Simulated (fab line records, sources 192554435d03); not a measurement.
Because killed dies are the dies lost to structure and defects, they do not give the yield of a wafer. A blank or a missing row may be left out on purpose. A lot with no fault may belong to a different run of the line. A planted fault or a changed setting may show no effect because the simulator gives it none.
A lot that was struck, set against a sound lot	flow n5Finfet	39 steps out of a route of 1938
Sound: the wafers L947.1, L947.3, L947.6. Struck: wafer L955.1 (L955.3, L955.5, from the same lot, were not struck and are left out); the cause is given at the end.
Order at every step that has rows: each side's tool, ch and its chambers, its first start. Under that, the readings that differ: sound wafers	struck wafers	difference of the means	sigmas: that difference in standard deviations of wafers without a fault.
alike: a reading whose means differ by less than 2 such deviations, as well as words and numbers matching on both sides. not compared: withheld readings; readings where some wafer has no value; bounds like >300 that might hide an equal value; numbers whose values overlap and for which the record gives no deviation.
The two part at a step that has a row with sigmas, a row that says differs or no value, or rows on one side only. Non-overlapping numbers with no deviation appear without sigmas and do not part them. A reading missing from all wafers of one side parts the sides only when that side holds two or more wafers.

first, 10 steps without rows for these wafers: N5_DUMMY_REMOVAL_HM_STRIP_01 (strips SiNx in CH3F/O2, stops on poly-Si, target depth 4 nm, time 6.8 s); N5_DUMMY_REMOVAL_STRIP_10 (strips in N2/H2, time 40 s); N5_DUMMY_REMOVAL_PRECLEAN_07 (cleans in dHF, time 30 s); N5_DUMMY_REMOVAL_DUMMY_REMOVE_02 (chemistry TMAH, target poly-Si, stops on SiO2, target depth 142 nm, time 57 s, rinse time 30 s); N5_DUMMY_REMOVAL_PRECLEAN_08 (cleans in NF3:NH3, afs cycles 2, time 20 s, sublimation time 60 s); N5_DUMMY_REMOVAL_PRECLEAN_04 (cleans in DHF, time 37 s); N5_DUMMY_REMOVAL_SRD_05 (time 30 s); N5_HKMG_FIN_IL_REGROW_00 (material SiO2, chemistry O3, target thk 0.75 nm, time 30 s); N5_HKMG_FIN_HK_ALD_01 (deposits HfO2, target thk 1.6 nm, pulse time 3 s, purge time 3 s); N5_HKMG_FIN_HK_ANNEAL_02 (time 30 s).
N5_HKMG_FIN_ALD_74: deposits La2O3, target thk 0.5 nm, pulse time 6 s, co reactant pulse time 1 s.
  sound on aldHk-02 ch 0,1, day 5 14:24; struck on aldHk-02 ch 3, day 7 10:31
reading	sound	struck	difference	sigmas
model.La2O3_of_HKMG_FIN_ALD_74.thkNm (nm)	0.4 0.6 0.6	0.2	-0.3	
  alike: heaterPowerW, precursorPulseHeightRel
then, 26 steps without rows for these wafers: N5_HKMG_FIN_ALD_75 (deposits Al2O3, target thk 1 nm, co reactant pulse time 1 s); N5_HKMG_FIN_COAT_41 (time 60 s, resist thk 300 nm); N5_HKMG_FIN_COAT_42 (time 60 s, resist thk 35 nm); N5_HKMG_FIN_COAT_43 (resist thk 90 nm); N5_HKMG_FIN_EBR_45; N5_HKMG_FIN_SOFTBAKE_44 (time 60 s); N5_HKMG_FIN_EXPOSE_46 (exposes mask NDIPOLE); N5_HKMG_FIN_PEB_47 (peb time 60 s); N5_HKMG_FIN_DEVELOP_48 (develop time 30 s); N5_HKMG_FIN_DESCUM_53 (chemistry O2, time 7.9 s); N5_HKMG_FIN_ETCH_54 (etches SiARC in CF4, target depth 45.5 nm, time 75.8 s); N5_HKMG_FIN_ETCH_55 (etches SOC in N2/H2, target depth 240 nm, time 300 s); N5_HKMG_FIN_STRIP_56 (strips in N2/H2); N5_HKMG_FIN_STRIP_57 (strips in CF4); N5_HKMG_FIN_ETCH_58 (etches SOC in N2/H2, target depth 215.8 nm, time 741 s); N5_HKMG_FIN_STRIP_93 (strips SOC in N2/H2, time 20 s); N5_HKMG_FIN_WET_ETCH_76 (etches Al2O3 in dNH4OH, stops on La2O3, target depth 2.25 nm, rinse time 30 s); N5_HKMG_FIN_STRIP_60 (strips in N2/H2, time 360 s); N5_HKMG_FIN_WET_ETCH_77 (etches La2O3 in dHCl, stops on HfO2, target depth 2 nm); N5_HKMG_FIN_WET_ETCH_78 (etches Al2O3 in dNH4OH, stops on La2O3, target depth 4.5 nm, rinse time 30 s); N5_HKMG_FIN_ALD_79 (deposits TiN, target thk 1.5 nm, pulse time 1 s, purge time 3 s); N5_HKMG_FIN_CVD_62 (deposits a-Si from Si2H6, target thk 3 nm, time 20.8 s); N5_HKMG_FIN_RTA_80 (time 2 s); N5_HKMG_FIN_PRECLEAN_64 (cleans in dHF, time 30 s); N5_HKMG_FIN_WET_ETCH_65 (etches a-Si in TMAH, stops on TiN, time 49 s, target depth 3 nm); N5_HKMG_FIN_WET_ETCH_81 (etches TiN in SC1, stops on HfO2, time 57 s, target depth 6 nm).
-- the record jumps here: 5 days lie between the struck wafers' starts before and after (it left off in module HKMG_FIN and takes up again in module BEOL_M4, whose first step shown is number 1111 of the route) --
N5_BEOL_M4_RC_MEAS_101:
  sound on prober-02 ch 0, day 10 00:46; struck on prober-01 ch 0, day 11 23:21
reading	sound	struck	difference	sigmas
IOFF_P (nA/um)	0.16 0.19 0.23	2.98	+2.79	+51
IOFF_P_85C (nA/um)	2.9 3.4 3.9	34.2	+30.8	+38
IOFF_P_LIN (nA/um)	0.079 0.091 0.101	1.329	+1.239	+62
IOFF_P_LONG (nA/um)	8.7e-05 9.9e-05 9.8e-05	0.000952	+0.000857	+78
ION_P (uA/um)	454 478 459	568	+104	+9
VT_N_LVT (mV)	98 96 96	169	+72	+20
VT_P (mV)	-253 -254 -250	-179	+73	+17
VT_P_LONG (mV)	-279 -275 -280	-205	+73	+21
  alike: DIBL_N, DIBL_P, IOFF_N, ION_N, SS_N, SS_P, VT_N
-- here the record skips 4 days between the struck wafers' starts before and after, leaving off in module BEOL_M4 and picking up in module PASSIVATION (first step shown: number 1936 of the route) --
N5_PASSIVATION_PROBE_49:
  sound on prober-01 at day 14 08:52; struck on prober-01 at day 16 09:08
reading	sound	struck	difference	sigmas
sort_bin_4_leakage (%)	0 0 0	90.51	+90.51	+99 or more
sortNPass	1084 1082 1085	0	-1084	-64
sortYieldPct (%)	91.9 91.7 91.9	0	-92	-61
  alike: defectLimitedYield, killed_at_M0_to_M3, killed_at_M4_up, killedAtContacts, killedAtFrontEnd, killedAtOther, killedDies, killedOpen, killedShort, sort_bin_5_function, sort_bin_6_memory, sort_bin_8_speed

WHERE THEY PART
First at N5_BEOL_M4_RC_MEAS_101; last, within this record, at N5_PASSIVATION_PROBE_49.

WHY: the cause the simulator had injected
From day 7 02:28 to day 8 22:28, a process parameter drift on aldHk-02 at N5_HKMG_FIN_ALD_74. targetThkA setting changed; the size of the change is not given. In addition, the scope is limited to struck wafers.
